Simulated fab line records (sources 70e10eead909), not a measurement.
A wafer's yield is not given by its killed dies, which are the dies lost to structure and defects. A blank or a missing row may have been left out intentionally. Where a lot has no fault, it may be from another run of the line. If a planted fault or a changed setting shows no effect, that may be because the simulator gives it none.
Chamber matching :: flow nand harc :: NHARC_A_DECK1_JOINT_CMP_02 on cmp-01 has 4 sister chambers
The step polishes SiOx. 8 wafers are shown with their chamber, then 11 later ones without.

== WAFERS PAIRED WITH THEIR CHAMBERS ==
wafer: L082.2
chamber: 3
motor current A (A): 12.3

wafer: L082.3
chamber: 2
motor current A (A): 13.1

wafer: L082.5
chamber: 0
motor current A (A): 13.4

wafer: L082.6
chamber: 1
motor current A (A): 13.8

wafer: L083.2
chamber: 2
motor current A (A): 13.8

wafer: L083.3
chamber: 0
motor current A (A): 13.5

wafer: L083.4
chamber: 1
motor current A (A): 14.0

wafer: L083.1
chamber: 3
motor current A (A): 12.4

== WAFERS WITH NO CHAMBER GIVEN ==
wafer: L083.5
motor current A (A): 13.9

wafer: L083.6
motor current A (A): 13.5

wafer: L088.1
motor current A (A): 13.3

wafer: L088.4
motor current A (A): 13.2

wafer: L088.5
motor current A (A): 13.6

wafer: L092.1
motor current A (A): 12.7

wafer: L092.3
motor current A (A): 12.1

wafer: L092.6
motor current A (A): 12.9

wafer: L094.4
motor current A (A): 13.1

wafer: L094.5
motor current A (A): 13.5

wafer: L094.6
motor current A (A): 14.4

== CHAMBER TAKEN BY EACH ==
wafer: L083.5
from the rows above: can't be placed: 1 or 0 or 2
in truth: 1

wafer: L083.6
from the rows above: can't be placed: 0 or 2 or 1
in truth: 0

wafer: L088.1
from the rows above: can't be placed: 0 or 2 or 1
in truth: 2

wafer: L088.4
from the rows above: can't be placed: 0 or 2 or 1
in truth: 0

wafer: L088.5
from the rows above: can't be placed: 0 or 2 or 1
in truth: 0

wafer: L092.1
from the rows above: can't be placed: 3 or 0 or 2
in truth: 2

wafer: L092.3
from the rows above: 3
in truth: 3

wafer: L092.6
from the rows above: can't be placed: 0 or 2 or 3 or 1
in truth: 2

wafer: L094.4
from the rows above: can't be placed: 0 or 2 or 3 or 1
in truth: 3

wafer: L094.5
from the rows above: can't be placed: 0 or 2 or 1
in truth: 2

wafer: L094.6
from the rows above: can't be placed: 1 or 0 or 2
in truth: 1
Correct placement for 1 of the 11. Can't be placed from these rows: 10 (the true chamber is among the candidates in 10). Placed wrongly: 0.
How it was worked out, from the rows above alone: a wafer's distance from a chamber is the root of the sum, over the readings, of the square of ((its reading less the chamber's mean) divided by the reading's scatter). If the next closest chamber is less than 2 further off than the closest, the wafer can't be placed; otherwise it belongs to the closest. The mean given for a chamber averages the wafers shown for that chamber. The scatter is the square root of a quotient: the sum, over the shown wafers, of each reading's squared deviation from its chamber's mean, divided by wafers minus chambers.
